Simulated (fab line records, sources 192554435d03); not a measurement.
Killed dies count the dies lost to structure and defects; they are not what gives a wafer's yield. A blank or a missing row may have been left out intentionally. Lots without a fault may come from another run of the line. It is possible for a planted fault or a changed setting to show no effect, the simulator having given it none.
Comparing a struck lot with a sound one | flow n5-finfet | 15 steps out of a route of 1938
Sound: these wafers, L979.2, L979.4, L979.5. Struck: wafer L985.1. (L985.4, L985.5 of the same lot were not struck and are left out.) The cause comes at the end.
For every step that has rows: the tool of each side, followed by ch and its chambers, followed by its first start. Under that, the readings that differ: sound wafers | struck wafers | difference of the means | sigmas: that difference in standard deviations of wafers without a fault.
alike: same words and numbers on both sides, and readings whose means sit less than 2 such deviations apart. not compared: any withheld reading, any reading some wafer has no value for, any bound like >300 that may hide the same value, and any number with overlapping values for which the record gives no deviation.
A row with sigmas, a row that says differs or no value, or rows on one side alone: a step with any of these is where the two part. Non-overlapping numbers with no deviation appear without sigmas and do not part them. A reading missing from all wafers of one side parts the sides only when that side holds two or more wafers.

first, 7 steps without rows for these wafers: N5_PASSIVATION_COAT_24; N5_PASSIVATION_EBR_26; N5_PASSIVATION_SOFTBAKE_25 (time 90 s); N5_PASSIVATION_EXPOSE_27 (exposes mask PAD, defocus 0 nm); N5_PASSIVATION_PEB_28; N5_PASSIVATION_DEVELOP_29 (develop time 60 s); N5_PASSIVATION_HARDBAKE_31 (time 120 s).
N5_PASSIVATION_CD_MEAS_30: target cd 4000 nm.
  sound on cd-sem-01 ch 0, day 12 04:07; struck on cd-sem-03 ch 0, day 13 08:53
  alike: cd-nm
N5_PASSIVATION_OVL_MEAS_63:
  sound on overlay-01 ch 0, day 12 04:08; struck on overlay-02 ch 0, day 13 08:55
  alike: PAD_OVL
N5_PASSIVATION_INSPECT_64: inspects for defects (macro).
  sound: defect-inspect-02 at day 12 04:10; struck: defect-inspect-01 at day 13 08:56
  alike: raw-defect-count
N5_PASSIVATION_DESCUM_32: chemistry O2, time 7.9 s.
  sound on rie-diel-03 ch 1,3, day 12 04:12; struck on rie-diel-03 ch 1, day 13 09:00
  alike: drypump-motor-current-A, oes-product-au, rf-vpp-V, showerhead-plenum-p-Torr, throttle-valve-pct
  not compared: rf-hours-counter-h
N5_PASSIVATION_AL_ETCH_33: etches Al in Cl2/BCl3, stops on TaN, target depth 2800 nm, time 466.7 s.
  sound on rie-metal-01 ch 0, day 12 04:17; struck on rie-metal-03 ch 1, day 13 09:05
  reading                | sound          | struck | difference | sigmas
  throttle-valve-pct (%) | 35.0 35.0 35.0 | 34.2   | -0.8       | -2
  alike: drypump-motor-current-A, he-backside-leak-sccm, oes-product-au
  not compared: rf-hours-counter-h
N5_PASSIVATION_ETCH_59: etches TaN in Cl2/BCl3, target depth 65 nm, time 34.9 s.
  sound on rie-metal-01 ch 0, day 12 04:41; struck on rie-metal-03 ch 1, day 13 09:29
  reading                  | sound             | struck | difference | sigmas
  oes-product-au (a.u.)    | 0.61 0.62 0.61    | 0.79   | +0.18      | +2
  throttle-valve-pct (%)   | 21.81 21.81 21.80 | 21.10  | -0.71      | -2
  model.etch.depth-nm (nm) | 62.12 62.56 62.56 | 75.67  | +13.26     |
  alike: drypump-motor-current-A, he-backside-leak-sccm
  not compared: rf-hours-counter-h
N5_PASSIVATION_STRIP_34: strips in O2.
  sound on rie-diel-01 ch 1,2, day 12 04:49; struck on rie-diel-03 ch 3, day 13 09:36
  alike: drypump-motor-current-A, oes-product-au, rf-vpp-V, showerhead-plenum-p-Torr, throttle-valve-pct
  not compared: rf-hours-counter-h
next, for these wafers, 1 step has no rows: N5_PASSIVATION_PROBE_49.

== WHERE THEY PART ==
At N5_PASSIVATION_AL_ETCH_33 first; at N5_PASSIVATION_ETCH_59 last (within this record only). Later steps at which nothing parts them and some readings are alike: N5_PASSIVATION_STRIP_34.

WHY: what had been put in by the simulator
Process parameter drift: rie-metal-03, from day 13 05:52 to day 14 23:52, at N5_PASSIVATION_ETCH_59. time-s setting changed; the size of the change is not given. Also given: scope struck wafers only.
